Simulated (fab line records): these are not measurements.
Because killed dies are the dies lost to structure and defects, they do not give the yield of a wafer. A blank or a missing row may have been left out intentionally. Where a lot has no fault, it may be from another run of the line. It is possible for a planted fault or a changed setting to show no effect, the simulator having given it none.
Split-lot study	flow n5_finfet	route with 1938 steps; 7 lots, 21 wafers read

== ON THE SPLIT ==
At N5_SDB_ETCH_17 (etches SiARC in CF4, target depth 23.4 nm, time 39 s), the setting bias_w was moved away from the recipe's 36 W on 6 of the 21 wafers read, by -9.9% to +8.1%. This setting was run at the recipe's value on the other wafers.

The reading is taken at the split's own step.

== THE READING ==
rf_vpp_V, in V, at N5_SDB_ETCH_17 (etches SiARC in CF4, target depth 23.4 nm, time 39 s). On this fab line, fault-free wafers typically give 184.1 V with a standard deviation of 1.2 V.

wafer	tool, chamber at the split	bias_w as run, W	against the recipe	rf_vpp_V, V	against lot-mates on the recipe
L074.2	rie_diel-03, 3	36	recipe	182.2	-
L074.3	rie_diel-03, 2	36	recipe	185.0	-
L074.5	rie_diel-03, 2	36	recipe	184.4	-
L078.3	rie_diel-01, 0	38.58	+7.2%	192.5	+8.5
L078.5	rie_diel-01, 0	36	recipe	184.0	-
L078.6	rie_diel-01, 3	38.58	+7.2%	191.0	+7.0
L082.3	rie_diel-04, 2	36	recipe	185.6	-
L082.5	rie_diel-04, 1	32.44	-9.9%	172.1	-13.0
L082.6	rie_diel-04, 0	36	recipe	184.6	-
L085.1	rie_diel-04, 3	36	recipe	186.2	-
L085.2	rie_diel-04, 0	36	recipe	184.4	-
L085.6	rie_diel-04, 3	38.93	+8.1%	196.0	+10.7
L090.2	rie_diel-01, 0	38.24	+6.2%	188.7	+5.8
L090.4	rie_diel-01, 2	36	recipe	182.9	-
L090.5	rie_diel-01, 2	38.24	+6.2%	191.1	+8.2
L091.2	rie_diel-03, 3	36	recipe	183.3	-
L091.3	rie_diel-03, 2	36	recipe	185.5	-
L091.5	rie_diel-03, 3	36	recipe	183.7	-
L094.3	rie_diel-03, 2	36	recipe	184.3	-
L094.4	rie_diel-03, 3	36	recipe	183.2	-
L094.5	rie_diel-03, 3	36	recipe	182.8	-

THE FIT
A straight line over all 21 wafers: rf_vpp_V changes by +1.16 V for each +1% of bias_w; r = +0.96; the points scatter about the line by 1.3 V.
The same after taking each lot's own level away (the mean of its wafers on the recipe; 21 wafers): +1.21 V for each +1%; r = +0.98; scatter 0.97 V.
According to that fit, moving bias_w by its largest amount changes the reading by 12 V.
From 182.90 to 185.30 V: that is the span of the lots' own levels, equal to 2.0 times the standard deviation above.
So the lot-to-lot level changes the slope little: the two slopes agree.
Check: for one of the wafers moved furthest among these (-9.9%), held out of the fit, the line's prediction against its lot-mates is -11.5 V. Against them it came out at -13 V.
Tool readings at the split's step, against how far the setting was moved: rf_vpp_V r = +0.96.

== THE FILE'S OWN FIT ==
rf_vpp_V changes by +1.23 V for each +1% of bias_w, r = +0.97.
